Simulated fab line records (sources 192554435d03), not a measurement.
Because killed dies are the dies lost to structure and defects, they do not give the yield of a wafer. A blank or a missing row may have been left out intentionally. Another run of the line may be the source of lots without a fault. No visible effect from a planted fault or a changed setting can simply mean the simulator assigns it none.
8D (eight disciplines) problem report, filled in by code + flow n5_finfet + the parts of the form that need people (team, actions taken, sign-off) are left out

1. PROBLEM STATEMENT
Wafers without a fault read 25.9 s, standard deviation 0.86; etch_rf_on_time_s at N5_BEOL_M6_ETCH_65 reads a mean of 32.5 s on 2 wafers belonging to 2 lots. That is +7.6 standard deviations from the usual mean.
The step: etches SiARC in CF4, target depth 15.6 nm, time 26 s.
First observed at day 13 15:25: wafer L695.6, on rie_diel-01. At this step, 28 wafers from 11 lots have a number in the record. By rule, "out" or "out of limits" means more than 4 standard deviations away from the usual mean. All remaining wafers that have a number are taken as sound.

2. WHAT IT IS AND WHAT IT IS NOT
| question                    | is                | is not                                                                                  |
|-----------------------------|-------------------|-----------------------------------------------------------------------------------------|
| which readings at this step | etch_rf_on_time_s | bias_w, drypump_motor_current_A, rf_vpp_V, showerhead_plenum_p_Torr, throttle_valve_pct |
| which lots                  | L695, L697        | L679, L682, L683, L685, L686, L687, L696, L698, L700                                    |
| which wafers of those lots  | L695.6, L697.1    | L695.4, L697.5                                                                          |
| read on which tools         | rie_diel-01       | rie_diel-02, rie_diel-04                                                                |
| when                        | from day 13 15:25 | up to then (16 sound wafers); but 10 sound wafers of L696, L697, L698, L700 came after  |

3. SUSPECTS, AND WHAT RULES EACH OUT
Counting: if a tool at a process step up to the reading ran every lot that is out, it stays a suspect. Sound lots after the first of them don't rule it out here, since some wafers of a struck lot are sound.
- rie_diel-01 at N5_BEOL_M6_ETCH_65 (etches SiARC in CF4, target depth 15.6 nm, time 26 s): kept. It processed each lot that is out (first: L695, day 13 15:25); up to then, its last sound lot is L686 (day 11 09:46). Its own etch_rf_on_time_s readings are out on those wafers.
- Within rie_diel-01 at N5_BEOL_M6_ETCH_65: the wafers that are out ran in chambers 2, 3; their sound lot-mates ran in chamber 1.
Left after counting: rie_diel-01 at N5_BEOL_M6_ETCH_65.

4. THE CAUSE (what the simulator had put in)
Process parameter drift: rie_diel-01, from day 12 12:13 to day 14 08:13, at N5_BEOL_M6_ETCH_65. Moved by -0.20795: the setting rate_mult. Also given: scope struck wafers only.
Only this tool survived the counting.

5. SEQUENCE OF EFFECTS, ordered by route
Rows list readings where the struck wafers' mean (over those with a number) sits beyond 3 standard deviations from the usual. Readings are gone through only where the record gives a usual standard deviation; hours: the median, over the lots, of the time from a lot's start at the first step in this table giving one to that lot's start at this step; sigmas: the change measured in usual standard deviations.
| hours | step               | reading           | usual  | on struck wafers | change | sigmas |
|-------|--------------------|-------------------|--------|------------------|--------|--------|
| 0     | N5_BEOL_M6_ETCH_65 | etch_rf_on_time_s | 25.9 s | 32.5             | +6.6   | +7.6   |
The process steps in it:
- N5_BEOL_M6_ETCH_65: etches SiARC in CF4, target depth 15.6 nm, time 26 s.

6. WHAT WOULD HAVE CAUGHT IT SOONER
First out-of-limits reading in this record: day 13 15:25, which is 27 hours after fault onset at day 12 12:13.
